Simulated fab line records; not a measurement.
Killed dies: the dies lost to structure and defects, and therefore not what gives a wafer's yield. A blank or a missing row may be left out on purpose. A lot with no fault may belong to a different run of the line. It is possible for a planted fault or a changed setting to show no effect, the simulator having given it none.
Chamber matching	flow nandHarc	cmp-02 running NHARC_A_M0_CMP_23: 4 sister chambers
The step polishes, t overpolish 20 s, target thk 113.75 nm. 7 wafers are shown with their chamber, then 7 later ones without.

== EACH WAFER AND ITS CHAMBER ==
wafer	chamber	motorCurrentA (A)	slurryFilterDpKPa (kPa)
L076.3	1	10.3	13.55
L076.5	3	12.9	13.74
L082.5	3	12.2	13.58
L086.2	0	11.3	13.70
L086.6	2	12.3	13.50
L088.1	2	11.4	13.34
L088.2	0	11.3	13.60

== WAFERS MISSING THEIR CHAMBER ==
wafer	motorCurrentA (A)	slurryFilterDpKPa (kPa)
L088.3	11.2	13.44
L096.3	12.4	13.36
L096.4	11.6	13.52
L096.5	13.6	13.48
L095.1	11.8	13.37
L095.2	10.2	13.71
L095.3	12.8	13.57

== EACH ONE'S CHAMBER ==
wafer	from the rows above	in truth
L088.3	can't be placed: 2 or 0 or 1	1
L096.3	can't be placed: 2 or 3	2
L096.4	can't be placed: 2 or 0 or 3 or 1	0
L096.5	can't be placed: 3 or 2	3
L095.1	2	2
L095.2	can't be placed: 1 or 0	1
L095.3	can't be placed: 3 or 2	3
Placed correctly: 1 of 7. Can't be placed from these rows: 6 (the true chamber is among the candidates in 6). Number placed wrongly: 0.
How it was worked out, from the rows above alone: a wafer's distance from a chamber is the root of the sum, over the readings, of the square of ((its reading less the chamber's mean) divided by the reading's scatter). The wafer belongs to the nearest chamber; if the next one is less than 2 further off, it can't be placed. The mean given for a chamber averages the wafers shown for that chamber. The scatter is the square root of a quotient: the sum, over the shown wafers, of each reading's squared deviation from its chamber's mean, divided by wafers minus chambers.
